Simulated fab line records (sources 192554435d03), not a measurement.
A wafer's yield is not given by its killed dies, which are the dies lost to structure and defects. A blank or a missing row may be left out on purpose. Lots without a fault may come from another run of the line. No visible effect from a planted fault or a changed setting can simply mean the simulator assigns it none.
fab line records	flow n5_finfet
record: lots: 24	wafers: 72	last_day: 18
route steps=1938 shown BEOL_M12@1642 BEOL_M13@1670
lots with no fault: from the same line, run without faults
start_h: start of the lot's first displayed wafer, in hours after the record's first day	wait_h: time in hours since the lot's previous step	" unchanged from the row above	L1.1+2: several wafers, shown together as one row	- no value, or no start given	* or withheld: withheld	< > ~ a bound
route shown NAME@n: a module of which the file shows steps, and the number in the route of the first	usual: mean/standard deviation of fault-free wafers	same: alike in all rows	chamber/n: place in a boat	sites: each site's reading	_std_site: standard deviation of those values	_edge_site: inner sites' mean taken away from outer sites' mean	radius_mm: how far each site lies from the wafer's centre	mask NAME#n: copy n	behind: the last tool/chamber to shape the wafer	hold: the reason the lot was held/the length of the hold in hours/how it ended	device: whichever transistor did not switch (one of n, p or np)	end of line: the same wafers' tests at the end of the route	a step given without rows: its recipe and nothing more	killed: the dies lost at the first sort to structure and to defects; this is not the yield of the wafer	map: dies across one wafer; x = killed, . = not, _ = none there
set.NAME: the setting the step ran with; set.NAME@STEP: the setting that earlier step ran with	model.NAME: the simulator's own value behind a step, which no gauge read
steps of the route over a sample of lots; a table a step, a row a wafer
services: when a tool's chamber went out of use (start_h, in hours from the record's first day, below 0 if earlier), for how many hours, and the reason
== steps ==
step: N5_BEOL_M12_STRIP_37
recipe: chemistry: N2/H2	power_w: 1000	temp_c: 250	h2_frac: 0.65	overash_fraction: 0.3	pressure_mtorr: withheld	n2_flow_sccm: 1750	h2_flow_sccm: 3250
usual: drypump_motor_current_A: 5.6/0.51	h2_flow_sccm: 3251/10	heater_power_w: 326/7.6	oes_product_au: 0.790/0.011
lot.wafer	tool	chamber	start_h	wait_h	drypump_motor_current_A	h2_flow_sccm	heater_power_w	oes_product_au	rf_hours_counter_h
L074.4	plasma_asher-01	1	237.03	0.1	5.8	3245	314	0.800	-
L074.5	"	0	"	"	5.0	3256	329	0.801	-
L074.6	"	1	"	"	5.8	3258	320	0.790	-
L075.1	plasma_asher-01	1	237.53	0.1	5.8	3248	318	0.785	117
L075.3	"	1	"	"	5.7	3252	315	0.786	-
L075.6	"	0	"	"	5.0	3230	316	0.778	-
L076.3	plasma_asher-01	0	240.91	0.1	5.0	3248	323	0.790	-
L076.4	"	1	"	"	5.8	3237	325	0.782	-
L076.6	"	1	"	"	5.8	3271	322	0.786	-
L078.3	plasma_asher-02	1	253.41	0.1	5.3	3258	326	0.783	-
L078.4	"	0	"	"	6.4	3246	322	0.785	-
L078.5	"	0	"	"	6.4	3256	336	0.790	-
L079.1	plasma_asher-01	1	253.88	0.0	5.8	3256	315	0.788	121
L079.4	"	0	"	"	5.0	3258	323	0.805	-
L079.5	"	0	"	"	5.0	3256	324	0.790	-
L077.1	plasma_asher-01	1	254.37	0.0	5.8	3254	325	0.807	121
L077.2	"	0	"	"	5.0	3248	329	0.785	121
L077.6	"	0	"	"	5.0	3252	325	0.787	-
L080.2	plasma_asher-01	0	260.02	0.0	5.0	3236	321	0.780	123
L080.3	"	0	"	"	5.0	3262	320	0.780	-
L080.5	"	1	"	"	5.8	3235	321	0.794	-
L081.2	plasma_asher-02	0	269.08	0.0	6.4	3245	332	0.785	72
L081.3	"	0	"	"	6.4	3260	341	0.796	-
L081.6	"	1	"	"	5.3	3252	336	0.778	-
L082.1	plasma_asher-02	1	278.64	0.1	5.2	3244	330	0.803	74
L082.4	"	0	"	"	6.4	3249	331	0.786	-
L082.5	"	0	"	"	6.4	3238	338	0.801	-
L083.1	plasma_asher-01	1	281.12	0.0	5.8	3223	319	0.784	126
L083.3	"	0	"	"	5.0	3257	328	0.786	-
L083.4	"	1	"	"	5.8	3260	327	0.786	-
L084.1	plasma_asher-02	1	289.89	0.0	5.2	3260	338	0.776	76
L084.3	"	1	"	"	5.3	3265	327	0.810	-
L084.6	"	0	"	"	6.4	3261	327	0.775	-
L085.1	plasma_asher-02	1	293.66	0.0	5.3	3255	330	0.773	77
L085.4	"	0	"	"	6.4	3254	329	0.765	-
L085.5	"	1	"	"	5.3	3251	340	0.802	-
L086.3	plasma_asher-01	1	300.54	0.1	5.7	3248	323	0.779	-
L086.5	"	0	"	"	5.0	3247	320	0.780	-
L086.6	"	1	"	"	5.7	3240	316	0.796	-
L088.2	plasma_asher-01	0	306.30	0.0	5.0	3252	326	0.777	131
L088.3	"	1	"	"	5.8	3255	320	0.795	-
L088.4	"	0	"	"	5.0	3252	329	0.781	-
L089.2	plasma_asher-02	1	313.05	0.0	5.3	3243	329	0.765	82
L089.3	"	1	"	"	5.2	3244	337	0.793	-
L089.4	"	0	"	"	6.4	3244	331	0.786	-
L090.1	plasma_asher-01	0	314.22	0.0	5.0	3251	329	0.774	133
L090.3	"	1	"	"	5.8	3271	324	0.806	-
L090.4	"	0	"	"	5.0	3251	326	0.783	-
L087.1	plasma_asher-02	0	317.16	0.0	6.4	3256	333	0.791	82
L087.3	"	0	"	"	6.4	3237	332	0.789	-
L087.5	"	1	"	"	5.3	3262	339	0.774	-
L091.3	plasma_asher-02	1	318.66	0.1	5.3	3242	335	0.783	-
L091.4	"	0	"	"	6.4	3263	342	0.788	-
L091.5	"	0	"	"	6.4	3259	331	0.796	-
L092.4	plasma_asher-01	1	357.86	0.1	5.8	3256	319	0.809	-
L092.5	"	1	"	"	5.7	3249	306	0.806	-
L092.6	"	0	"	"	5.0	3272	317	0.801	-
L093.1	plasma_asher-02	0	361.08	0.0	6.4	3227	332	0.782	90
L093.4	"	0	"	"	6.4	3231	337	0.783	-
L093.5	"	0	"	"	6.4	3239	337	0.784	-
L097.2	plasma_asher-01	0	361.64	0.0	5.0	3250	327	0.794	143
L097.3	"	1	"	"	5.8	3259	319	0.801	-
L097.5	"	1	"	"	5.8	3245	314	0.809	-
L094.1	plasma_asher-01	0	362.90	0.0	5.0	3254	317	0.788	143
L094.2	"	1	"	"	5.8	3244	321	0.805	143
L094.4	"	1	"	"	5.8	3251	323	0.797	-
L095.2	plasma_asher-01	0	364.17	0.0	5.0	3242	323	0.802	143
L095.3	"	0	"	"	5.0	3238	313	0.783	-
L095.6	"	0	"	"	5.0	3251	330	0.772	-
L096.3	plasma_asher-01	1	390.73	0.1	5.7	3233	313	0.793	-
L096.4	"	0	"	"	5.0	3253	323	0.775	-
L096.5	"	1	"	"	5.8	3231	322	0.799	-
step: N5_BEOL_M12_PRE_CLEAN_42
recipe: gas: H2/He	time_s: 30	temp_c: 250
usual: heater_power_w: 344/28
lot.wafer	tool	chamber	start_h	wait_h	heater_power_w
L074.4	pvd_sputter-03	-	238.37	0.0	323
L074.5	"	-	"	"	332
L074.6	"	-	"	"	376
L075.1	pvd_sputter-03	-	238.69	0.0	286
L075.3	"	-	"	"	328
L075.6	"	-	"	"	325
L076.3	pvd_sputter-01	-	243.04	0.0	335
L076.4	"	-	"	"	373
L076.6	"	-	"	"	388
L078.3	pvd_sputter-01	-	254.05	0.0	383
L078.4	"	-	"	"	352
L078.5	"	-	"	"	356
L079.1	pvd_sputter-01	-	254.57	0.0	371
L079.4	"	-	"	"	389
L079.5	"	-	"	"	392
L077.1	pvd_sputter-01	-	254.99	0.0	359
L077.2	"	-	"	"	388
L077.6	"	-	"	"	327
L080.2	pvd_sputter-03	-	262.81	0.0	380
L080.3	"	-	"	"	354
L080.5	"	-	"	"	345
L081.2	pvd_sputter-02	-	269.44	0.0	355
L081.3	"	-	"	"	311
L081.6	"	-	"	"	313
L082.1	pvd_sputter-03	-	280.01	0.0	332
L082.4	"	-	"	"	377
L082.5	"	-	"	"	284
L083.1	pvd_sputter-03	-	281.49	0.0	294
L083.3	"	-	"	"	347
L083.4	"	-	"	"	385
L084.1	pvd_sputter-03	-	292.37	0.0	346
L084.3	"	-	"	"	330
L084.6	"	-	"	"	382
L085.1	pvd_sputter-02	-	295.65	0.0	322
L085.4	"	-	"	"	319
L085.5	"	-	"	"	343
L086.3	pvd_sputter-02	-	301.97	0.0	313
L086.5	"	-	"	"	320
L086.6	"	-	"	"	313
L088.2	pvd_sputter-03	-	308.20	0.0	334
L088.3	"	-	"	"	366
L088.4	"	-	"	"	369
L089.2	pvd_sputter-02	-	315.09	0.0	310
L089.3	"	-	"	"	350
L089.4	"	-	"	"	360
L090.1	pvd_sputter-03	-	315.33	0.0	284
L090.3	"	-	"	"	370
L090.4	"	-	"	"	337
L087.1	pvd_sputter-02	-	319.03	0.0	310
L087.3	"	-	"	"	345
L087.5	"	-	"	"	314
L091.3	pvd_sputter-01	-	319.27	0.0	358
L091.4	"	-	"	"	335
L091.5	"	-	"	"	397
L092.4	pvd_sputter-01	-	360.57	0.0	330
L092.5	"	-	"	"	348
L092.6	"	-	"	"	367
L093.1	pvd_sputter-01	-	365.23	0.0	354
L093.4	"	-	"	"	372
L093.5	"	-	"	"	385
L094.1	pvd_sputter-03	-	365.42	0.0	338
L094.2	"	-	"	"	290
L094.4	"	-	"	"	351
L097.2	pvd_sputter-02	-	365.43	0.0	313
L097.3	"	-	"	"	365
L097.5	"	-	"	"	351
L095.2	pvd_sputter-01	-	365.83	0.0	367
L095.3	"	-	"	"	329
L095.6	"	-	"	"	389
L096.3	pvd_sputter-02	-	393.26	0.0	362
L096.4	"	-	"	"	346
L096.5	"	-	"	"	349
step: N5_BEOL_M12_INSPECT_55
recipe: inspect_instrument: darkfield	mode: post_dep
usual: raw_defect_count: 69/25
lot.wafer	tool	chamber	start_h	wait_h	raw_defect_count
L074.4	defect_inspect-02	-	239.58	0.0	65
L074.5	"	-	"	"	72
L074.6	"	-	"	"	143
L075.1	defect_inspect-02	-	240.15	0.0	51
L075.3	"	-	"	"	46
L075.6	"	-	"	"	43
L076.3	defect_inspect-01	-	244.31	0.0	65
L076.4	"	-	"	"	66
L076.6	"	-	"	"	73
L078.3	defect_inspect-01	-	255.25	0.0	45
L078.4	"	-	"	"	71
L078.5	"	-	"	"	57
L079.1	defect_inspect-02	-	255.79	0.0	36
L079.4	"	-	"	"	40
L079.5	"	-	"	"	109
L077.1	defect_inspect-01	-	256.19	0.0	28
L077.2	"	-	"	"	47
L077.6	"	-	"	"	29
L080.2	defect_inspect-02	-	264.01	0.0	69
L080.3	"	-	"	"	86
L080.5	"	-	"	"	57
L081.2	defect_inspect-02	-	270.89	0.0	30
L081.3	"	-	"	"	41
L081.6	"	-	"	"	59
L082.1	defect_inspect-02	-	281.23	0.0	63
L082.4	"	-	"	"	55
L082.5	"	-	"	"	51
L083.1	defect_inspect-02	-	282.70	0.0	68
L083.3	"	-	"	"	93
L083.4	"	-	"	"	78
L084.1	defect_inspect-02	-	293.61	0.0	47
L084.3	"	-	"	"	73
L084.6	"	-	"	"	121
L085.1	defect_inspect-01	-	296.85	0.0	71
L085.4	"	-	"	"	68
L085.5	"	-	"	"	69
L086.3	defect_inspect-01	-	303.17	0.0	60
L086.5	"	-	"	"	35
L086.6	"	-	"	"	69
L088.2	defect_inspect-01	-	309.42	0.0	76
L088.3	"	-	"	"	75
L088.4	"	-	"	"	86
L089.2	defect_inspect-02	-	316.35	0.0	111
L089.3	"	-	"	"	132
L089.4	"	-	"	"	127
L090.1	defect_inspect-02	-	316.74	0.0	63
L090.3	"	-	"	"	78
L090.4	"	-	"	"	69
L087.1	defect_inspect-01	-	320.51	0.0	80
L087.3	"	-	"	"	55
L087.5	"	-	"	"	61
L091.3	defect_inspect-01	-	321.03	0.0	65
L091.4	"	-	"	"	87
L091.5	"	-	"	"	91
L092.4	defect_inspect-02	-	361.79	0.0	86
L092.5	"	-	"	"	81
L092.6	"	-	"	"	74
L093.1	defect_inspect-01	-	366.44	0.0	82
L093.4	"	-	"	"	95
L093.5	"	-	"	"	105
L094.1	defect_inspect-02	-	366.66	0.0	70
L094.2	"	-	"	"	93
L094.4	"	-	"	"	92
L097.2	defect_inspect-02	-	366.76	0.0	61
L097.3	"	-	"	"	102
L097.5	"	-	"	"	96
L095.2	defect_inspect-01	-	367.33	0.0	36
L095.3	"	-	"	"	66
L095.6	"	-	"	"	49
L096.3	defect_inspect-02	-	394.47	0.0	54
L096.4	"	-	"	"	62
L096.5	"	-	"	"	53
step: N5_BEOL_M13_OVL_MEAS_11
recipe: points_per_wafer: 44
usual: V12_OVL: -2/5.5
lot.wafer	tool	chamber	start_h	wait_h	V12_OVL[nm]
L074.4	overlay-02	0	240.22	0.0	4
L074.5	"	0	"	"	-8
L074.6	"	0	"	"	7
L075.1	overlay-01	0	240.79	0.0	-1
L075.3	"	0	"	"	2
L075.6	"	0	"	"	-3
L076.3	overlay-02	0	244.95	0.0	3
L076.4	"	0	"	"	0
L076.6	"	0	"	"	8
L078.3	overlay-01	0	255.91	0.0	2
L078.4	"	0	"	"	3
L078.5	"	0	"	"	-1
L079.1	overlay-02	0	256.31	0.0	-13
L079.4	"	0	"	"	-6
L079.5	"	0	"	"	-5
L077.1	overlay-01	0	256.71	0.0	-6
L077.2	"	0	"	"	-2
L077.6	"	0	"	"	-4
L080.2	overlay-01	0	264.66	0.0	-7
L080.3	"	0	"	"	-9
L080.5	"	0	"	"	-1
L081.2	overlay-02	0	271.54	0.0	-14
L081.3	"	0	"	"	-13
L081.6	"	0	"	"	-14
L082.1	overlay-02	0	281.88	0.0	4
L082.4	"	0	"	"	-6
L082.5	"	0	"	"	0
L083.1	overlay-01	0	283.22	0.0	13
L083.3	"	0	"	"	5
L083.4	"	0	"	"	1
L084.1	overlay-01	0	294.25	0.0	3
L084.3	"	0	"	"	-1
L084.6	"	0	"	"	0
L085.1	overlay-01	0	297.56	0.0	2
L085.4	"	0	"	"	-6
L085.5	"	0	"	"	-6
L086.3	overlay-02	0	303.71	0.0	9
L086.5	"	0	"	"	9
L086.6	"	0	"	"	7
L088.2	overlay-01	0	309.94	0.0	3
L088.3	"	0	"	"	10
L088.4	"	0	"	"	11
L089.2	overlay-01	0	316.99	0.0	3
L089.3	"	0	"	"	-3
L089.4	"	0	"	"	-3
L090.1	overlay-01	0	317.27	0.0	-1
L090.3	"	0	"	"	-8
L090.4	"	0	"	"	-3
L087.1	overlay-02	0	321.03	0.0	2
L087.3	"	0	"	"	2
L087.5	"	0	"	"	-8
L091.3	overlay-02	0	321.55	0.0	-5
L091.4	"	0	"	"	-9
L091.5	"	0	"	"	0
L092.4	overlay-02	0	362.31	0.0	-2
L092.5	"	0	"	"	-4
L092.6	"	0	"	"	-1
L093.1	overlay-02	0	366.96	0.0	-2
L093.4	"	0	"	"	-2
L093.5	"	0	"	"	-3
L094.1	overlay-01	0	367.31	0.0	-4
L094.2	"	0	"	"	0
L094.4	"	0	"	"	-9
L097.2	overlay-01	0	367.47	0.0	-8
L097.3	"	0	"	"	-9
L097.5	"	0	"	"	-6
L095.2	overlay-01	0	367.98	0.0	-4
L095.3	"	0	"	"	-1
L095.6	"	0	"	"	-6
L096.3	overlay-02	0	394.99	0.0	-3
L096.4	"	0	"	"	-5
L096.5	"	0	"	"	-1
step: N5_BEOL_M13_ETCH_59
recipe: chemistry: N2/H2	target: BARC	target_depth_a: 890	overetch_a: 267	time_s: 67.9	ion_energy_ev: 200	pressure_mtorr: 30	source_w: 840	bias_w: 150	n2_flow_sccm: 200	h2_flow_sccm: 200
usual: drypump_motor_current_A: 5.6/0.36	h2_flow_sccm: 200.0/0.61	oes_product_au: 0.67/0.063	rf_vpp_V: 523.9/1.9	showerhead_plenum_p_Torr: 2.55/0.061	throttle_valve_pct: 17.95/0.25
lot.wafer	tool	chamber	start_h	wait_h	drypump_motor_current_A	h2_flow_sccm	oes_product_au	rf_hours_counter_h	rf_vpp_V	showerhead_plenum_p_Torr	throttle_valve_pct
L074.4	rie_diel-06	1	240.34	0.0	5.3	199.9	0.66	-	523.3	2.54	18.01
L074.5	"	0	"	"	5.1	199.0	0.57	-	525.9	2.61	17.79
L074.6	"	2	"	"	6.0	199.2	0.71	-	524.0	2.48	17.85
L075.1	rie_diel-04	0	240.89	0.0	5.9	199.9	0.60	231	521.7	2.50	17.71
L075.3	"	1	"	"	5.8	200.6	0.69	108	521.7	2.46	17.79
L075.6	"	1	"	"	5.8	200.9	0.69	-	521.3	2.46	17.79
L076.3	rie_diel-02	2	245.04	0.0	5.6	199.5	0.61	219	523.8	2.54	17.99
L076.4	"	0	"	"	5.5	200.1	0.75	30	524.8	2.60	18.07
L076.6	"	2	"	"	5.5	199.4	0.60	-	523.3	2.54	18.00
L078.3	rie_diel-02	0	256.69	0.0	5.5	199.3	0.75	34	525.7	2.60	18.10
L078.4	"	3	"	"	5.2	199.4	0.67	100	524.5	2.59	17.69
L078.5	"	2	"	"	5.5	199.4	0.60	-	523.8	2.54	18.01
L079.1	rie_diel-02	0	257.46	0.0	5.5	199.7	0.75	35	525.1	2.60	18.12
L079.4	"	1	"	"	6.1	200.6	0.73	66	524.6	2.58	18.24
L079.5	"	2	"	"	5.5	199.6	0.59	-	523.4	2.54	18.00
L077.1	rie_diel-02	3	257.77	0.0	5.2	201.5	0.67	101	526.1	2.59	17.68
L077.2	"	0	"	"	5.5	198.8	0.75	35	525.2	2.60	18.11
L077.6	"	1	"	"	6.1	198.8	0.74	-	523.8	2.59	18.25
L080.2	rie_diel-02	3	264.80	0.0	5.2	199.1	0.68	103	524.9	2.59	17.70
L080.3	"	0	"	"	5.5	200.4	0.75	37	525.4	2.60	18.11
L080.5	"	1	"	"	6.1	200.1	0.72	-	524.7	2.58	18.24
L081.2	rie_diel-04	1	271.63	0.0	5.8	201.0	0.68	119	520.8	2.46	17.82
L081.3	"	0	"	"	5.9	199.8	0.60	241	522.9	2.49	17.74
L081.6	"	3	"	"	5.4	199.9	0.62	-	525.6	2.64	18.05
L082.1	rie_diel-02	2	282.05	0.0	5.5	200.1	0.59	231	524.0	2.53	18.03
L082.4	"	3	"	"	5.1	199.3	0.66	108	525.6	2.58	17.70
L082.5	"	2	"	"	5.5	200.1	0.59	-	522.5	2.53	18.02
L083.1	rie_diel-04	0	283.64	0.0	6.0	200.0	0.60	246	521.8	2.49	17.74
L083.3	"	3	"	"	5.3	199.8	0.62	198	526.6	2.64	18.08
L083.4	"	1	"	"	5.8	200.5	0.68	123	522.2	2.46	17.80
L084.1	rie_diel-02	1	294.35	0.0	6.1	199.7	0.72	77	525.3	2.58	18.25
L084.3	"	0	"	"	5.5	199.7	0.74	46	525.3	2.60	18.11
L084.6	"	1	"	"	6.1	199.1	0.72	-	525.3	2.58	18.27
L085.1	rie_diel-02	1	297.65	0.0	6.1	199.5	0.72	79	525.2	2.58	18.27
L085.4	"	3	"	"	5.2	200.5	0.67	-	524.9	2.58	17.71
L085.5	"	0	"	"	5.5	199.1	0.74	-	524.4	2.60	18.12
L086.3	rie_diel-04	2	303.83	0.0	6.1	200.0	0.61	193	525.6	2.62	17.79
L086.5	"	2	"	"	6.1	199.9	0.61	-	526.3	2.62	17.79
L086.6	"	3	"	"	5.4	200.7	0.61	-	524.4	2.64	18.10
L088.2	rie_diel-06	3	310.04	0.0	5.5	200.2	0.61	219	519.7	2.42	18.32
L088.3	"	0	"	"	5.1	200.1	0.80	12	526.4	2.60	17.39
L088.4	"	1	"	"	5.4	200.8	0.64	184	523.5	2.53	18.05
L089.2	rie_diel-02	0	317.09	0.0	5.5	199.3	0.73	53	523.0	2.59	18.15
L089.3	"	3	"	"	5.2	200.6	0.67	120	523.9	2.58	17.71
L089.4	"	1	"	"	6.1	200.7	0.71	84	525.8	2.58	18.29
L090.1	rie_diel-02	1	317.39	0.0	6.1	199.5	0.70	85	524.8	2.58	18.26
L090.3	"	3	"	"	5.2	199.9	0.66	120	523.6	2.58	17.72
L090.4	"	2	"	"	5.5	200.5	0.59	240	523.3	2.53	18.04
L087.1	rie_diel-06	1	321.13	0.0	5.4	200.9	0.64	186	522.8	2.53	18.06
L087.3	"	2	"	"	5.9	200.1	0.69	96	521.7	2.47	17.89
L087.5	"	0	"	"	5.1	199.4	0.79	-	526.0	2.60	17.38
L091.3	rie_diel-06	0	321.64	0.0	5.1	200.0	0.79	15	526.2	2.60	17.40
L091.4	"	1	"	"	5.3	201.0	0.64	186	525.2	2.53	18.07
L091.5	"	3	"	"	5.5	201.1	0.60	-	520.2	2.42	18.31
L092.4	rie_diel-04	0	362.40	0.0	6.0	199.6	0.83	8	522.4	2.49	17.36
L092.5	"	1	"	"	5.8	200.5	0.66	-	521.2	2.45	17.87
L092.6	"	2	"	"	6.1	199.3	0.60	-	524.4	2.61	17.81
L093.1	rie_diel-02	3	367.05	0.0	5.2	199.6	0.65	133	523.0	2.57	17.74
L093.4	"	3	"	"	5.2	200.4	0.65	-	524.9	2.57	17.75
L093.5	"	0	"	"	5.5	200.1	0.71	-	524.3	2.59	18.16
L094.1	rie_diel-06	2	367.40	0.0	6.0	199.6	0.68	109	521.0	2.46	17.93
L094.2	"	3	"	"	5.5	199.8	0.61	236	519.2	2.41	18.33
L094.4	"	0	"	"	5.0	201.3	0.77	28	524.3	2.60	17.41
L097.2	rie_diel-04	2	367.57	0.0	6.1	198.6	0.60	215	525.6	2.61	17.83
L097.3	"	1	"	"	5.9	199.6	0.66	153	521.4	2.44	17.86
L097.5	"	2	"	"	6.1	199.8	0.60	-	526.3	2.61	17.82
L095.2	rie_diel-06	2	368.07	0.0	6.0	199.4	0.67	110	521.6	2.46	17.92
L095.3	"	0	"	"	5.1	199.4	0.78	28	525.2	2.60	17.41
L095.6	"	2	"	"	6.0	199.0	0.67	-	523.7	2.46	17.93
L096.3	rie_diel-02	0	395.08	0.0	5.5	199.9	0.71	74	525.0	2.58	18.18
L096.4	"	3	"	"	5.2	199.9	0.64	146	524.3	2.57	17.77
L096.5	"	3	"	"	5.2	199.3	0.65	-	524.5	2.57	17.76
step: N5_BEOL_M13_STRIP_63
recipe: chemistry: N2/H2	power_w: 1000	temp_c: 250	h2_frac: 0.65	overash_fraction: 0.3	pressure_mtorr: 1000	n2_flow_sccm: 1750	h2_flow_sccm: 3250
usual: drypump_motor_current_A: 5.6/0.53	h2_flow_sccm: 3252/9.2	heater_power_w: 327/8.2	oes_product_au: 0.673/0.0045	strip_time_to_endpoint_s: 27.8/1
lot.wafer	tool	chamber	start_h	wait_h	drypump_motor_current_A	h2_flow_sccm	heater_power_w	oes_product_au	rf_hours_counter_h	strip_time_to_endpoint_s
L074.4	plasma_asher-01	0	240.62	-	5.0	3254	327	0.673	-	27.6
L074.5	"	0	"	"	5.0	3252	317	0.669	-	26.7
L074.6	"	1	"	"	5.7	3256	319	0.674	-	27.5
L075.1	plasma_asher-02	1	241.17	-	5.3	3258	335	0.670	66	28.5
L075.3	"	0	"	"	6.4	3256	330	0.685	-	28.2
L075.6	"	1	"	"	5.3	3247	332	0.676	-	27.1
L076.3	plasma_asher-01	1	245.35	-	5.8	3248	314	0.668	-	28.7
L076.4	"	0	"	"	5.0	3256	329	0.671	-	28.1
L076.6	"	0	"	"	5.0	3253	329	0.678	-	27.0
L078.3	plasma_asher-01	1	256.99	-	5.7	3260	317	0.679	-	27.7
L078.4	"	0	"	"	5.0	3253	326	0.666	-	26.5
L078.5	"	0	"	"	5.0	3248	325	0.667	-	27.0
L079.1	plasma_asher-01	1	257.75	-	5.8	3249	320	0.679	122	28.0
L079.4	"	0	"	"	5.0	3246	327	0.677	-	26.7
L079.5	"	1	"	"	5.8	3258	314	0.681	-	26.2
L077.1	plasma_asher-02	1	258.05	-	5.3	3244	339	0.664	69	27.8
L077.2	"	0	"	"	6.4	3255	335	0.670	69	28.0
L077.6	"	0	"	"	6.4	3240	336	0.672	-	27.7
L080.2	plasma_asher-01	1	265.09	-	5.8	3234	312	0.671	124	27.4
L080.3	"	0	"	"	5.0	3248	322	0.678	-	26.9
L080.5	"	1	"	"	5.8	3236	327	0.679	-	27.7
L081.2	plasma_asher-02	1	271.92	-	5.3	3238	334	0.684	73	29.6
L081.3	"	0	"	"	6.4	3256	341	0.673	-	29.9
L081.6	"	0	"	"	6.4	3265	341	0.674	-	29.9
L082.1	plasma_asher-02	0	282.34	-	6.4	3260	334	0.672	75	27.2
L082.4	"	0	"	"	6.4	3260	337	0.671	-	26.7
L082.5	"	1	"	"	5.3	3243	332	0.671	-	26.4
L083.1	plasma_asher-01	0	283.93	-	5.0	3267	326	0.671	127	28.6
L083.3	"	1	"	"	5.7	3249	318	0.680	-	29.9
L083.4	"	0	"	"	5.0	3257	322	0.676	-	27.5
L084.1	plasma_asher-02	0	294.64	-	6.4	3242	334	0.665	77	28.6
L084.3	"	1	"	"	5.3	3262	339	0.678	-	27.9
L084.6	"	1	"	"	5.3	3254	336	0.676	-	28.2
L085.1	plasma_asher-01	1	297.94	-	5.8	3261	314	0.678	130	28.9
L085.4	"	1	"	"	5.8	3256	318	0.675	-	27.0
L085.5	"	1	"	"	5.8	3255	318	0.667	-	27.1
L086.3	plasma_asher-01	0	304.14	-	5.0	3267	328	0.671	-	29.1
L086.5	"	1	"	"	5.7	3257	308	0.677	-	28.3
L086.6	"	0	"	"	5.0	3264	327	0.671	-	28.0
L088.2	plasma_asher-01	0	310.32	-	5.0	3261	321	0.670	133	29.9
L088.3	"	1	"	"	5.8	3249	310	0.683	-	29.7
L088.4	"	0	"	"	5.0	3265	318	0.670	-	28.1
L089.2	plasma_asher-01	0	317.37	-	5.0	3260	321	0.678	134	28.8
L089.3	"	1	"	"	5.8	3243	314	0.665	-	27.3
L089.4	"	0	"	"	5.0	3257	328	0.672	-	27.4
L090.1	plasma_asher-01	0	317.68	-	5.0	3259	331	0.668	134	27.5
L090.3	"	0	"	"	5.0	3262	316	0.667	-	26.9
L090.4	"	1	"	"	5.7	3247	313	0.678	-	27.0
L087.1	plasma_asher-01	0	321.41	-	5.0	3250	322	0.670	135	26.9
L087.3	"	1	"	"	5.7	3254	315	0.668	-	28.0
L087.5	"	0	"	"	5.0	3242	325	0.671	-	26.8
L091.3	plasma_asher-02	0	321.95	-	6.4	3255	333	0.674	-	27.6
L091.4	"	1	"	"	5.3	3267	336	0.674	-	27.5
L091.5	"	1	"	"	5.3	3258	335	0.671	-	28.6
L092.4	plasma_asher-02	1	362.71	-	5.2	3241	330	0.680	-	27.0
L092.5	"	1	"	"	5.3	3251	329	0.673	-	26.1
L092.6	"	0	"	"	6.4	3263	326	0.670	-	27.1
L093.1	plasma_asher-02	1	367.34	-	5.3	3265	324	0.674	92	29.1
L093.4	"	1	"	"	5.3	3251	337	0.669	-	26.8
L093.5	"	0	"	"	6.4	3251	338	0.676	-	27.9
L094.1	plasma_asher-02	1	367.69	-	5.3	3253	325	0.673	92	26.5
L094.2	"	0	"	"	6.4	3256	336	0.671	92	28.1
L094.4	"	1	"	"	5.3	3244	336	0.670	-	25.9
L097.2	plasma_asher-01	0	367.85	-	5.0	3244	318	0.669	144	28.1
L097.3	"	0	"	"	5.0	3222	324	0.675	-	29.0
L097.5	"	1	"	"	5.8	3263	329	0.684	-	27.7
L095.2	plasma_asher-02	0	368.36	-	6.4	3243	334	0.682	92	28.5
L095.3	"	1	"	"	5.3	3257	339	0.673	-	27.6
L095.6	"	0	"	"	6.4	3245	337	0.664	-	27.1
L096.3	plasma_asher-02	1	395.46	-	5.3	3259	334	0.672	-	29.3
L096.4	"	0	"	"	6.4	3232	340	0.672	-	27.5
L096.5	"	1	"	"	5.2	3241	331	0.677	-	26.8
== services ==
tool	chamber	start_h	hours	kind
rie_diel-04	0	233.13	1.3	repair
rie_diel-06	3	237.11	10.1	repair
rie_diel-06	0	256.68	-	clean
rie_diel-06	0	256.68	-	consumable_replace:focus_ring
rie_diel-02	2	262.89	2.0	repair
rie_diel-02	-	275.04	4.0	pm
rie_diel-02	2	291.71	6.1	repair
rie_diel-06	2	293.86	4.5	repair
rie_diel-06	3	298.24	2.1	repair
rie_diel-04	0	299.28	-	clean
rie_diel-04	0	299.28	-	consumable_replace:focus_ring
rie_diel-02	-	352.24	2.8	pm
rie_diel-02	2	356.20	-	clean
rie_diel-02	2	356.20	-	consumable_replace:esc
rie_diel-02	2	356.20	-	consumable_replace:focus_ring
rie_diel-02	2	356.20	18.2	scheduled_down
rie_diel-02	2	356.20	18.2	vent_cycle
plasma_asher-01	-	372.83	15.6	pm
rie_diel-06	-	383.85	14.6	pm
rie_diel-02	0	386.50	6.3	repair
pvd_sputter-01	-	389.72	7.3	repair
== key ==
fault none
